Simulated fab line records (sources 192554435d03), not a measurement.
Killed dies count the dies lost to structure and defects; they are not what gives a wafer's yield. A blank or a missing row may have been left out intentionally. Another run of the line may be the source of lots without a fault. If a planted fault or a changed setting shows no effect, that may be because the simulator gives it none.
Matching of chambers -- flow n5 finfet -- 4 sister chambers for N5_FIN_CUT_CUT_ETCH_26 on rie diel-03
The step etches SiNx in CH3F/O2, target depth 39 nm, time 55.7 s. 14 wafers are shown with their chamber, then 7 later ones without.

WAFERS, EACH WITH ITS CHAMBER
wafer,chamber,showerhead plenum p Torr (Torr),throttle valve pct (%),rf vpp V (V)
L074.4,1,1.97,16.01,294
L074.5,1,1.97,16.02,294
L074.6,0,2.11,16.28,289
L076.2,2,1.91,16.38,289
L076.4,1,1.97,16.04,294
L076.6,0,2.11,16.29,291
L078.3,2,1.91,16.39,290
L078.4,1,1.96,16.06,292
L078.5,2,1.91,16.40,291
L082.1,3,2.05,16.47,307
L082.4,1,1.96,16.06,293
L082.6,3,2.05,16.47,307
L092.1,2,1.91,16.42,291
L092.3,0,2.10,16.32,290

SIGNATURES (averages over the wafers above)
reading,chamber 0,chamber 1,chamber 2,chamber 3,scatter within a chamber
showerhead plenum p Torr,2.1067,1.9660,1.9100,2.0500,0.00432
throttle valve pct,16.2967,16.0380,16.3975,16.4700,0.0195
rf vpp V,290.00,293.40,290.25,307.00,0.892
Rule: for a wafer and a chamber, the distance is found by dividing, reading by reading, the gap between the wafer's reading and the chamber's mean by the reading's scatter, squaring, summing and taking the root. The wafer belongs to the nearest chamber; if the next one is less than 2 further off, it can't be placed. The scatter is the square root of a quotient: the sum, over the shown wafers, of each reading's squared deviation from its chamber's mean, divided by wafers minus chambers.

WAFERS WITH NO CHAMBER GIVEN
wafer,showerhead plenum p Torr (Torr),throttle valve pct (%),rf vpp V (V)
L092.6,2.10,16.33,291
L093.1,1.90,16.43,291
L093.3,1.96,16.09,294
L093.5,2.10,16.34,290
L097.2,1.90,16.44,290
L097.3,2.10,16.35,290
L097.4,2.04,16.03,306

WHICH CHAMBER EACH WENT THROUGH
wafer,from the rows above,in truth
L092.6,0,0
L093.1,2,2
L093.3,1,1
L093.5,0,0
L097.2,2,2
L097.3,0,0
L097.4,can't be placed: 1 or 3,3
Correctly placed: 6 of 7. Can't be placed from these rows: 1 (the true chamber is among the candidates in 1). Number placed wrongly: 0.
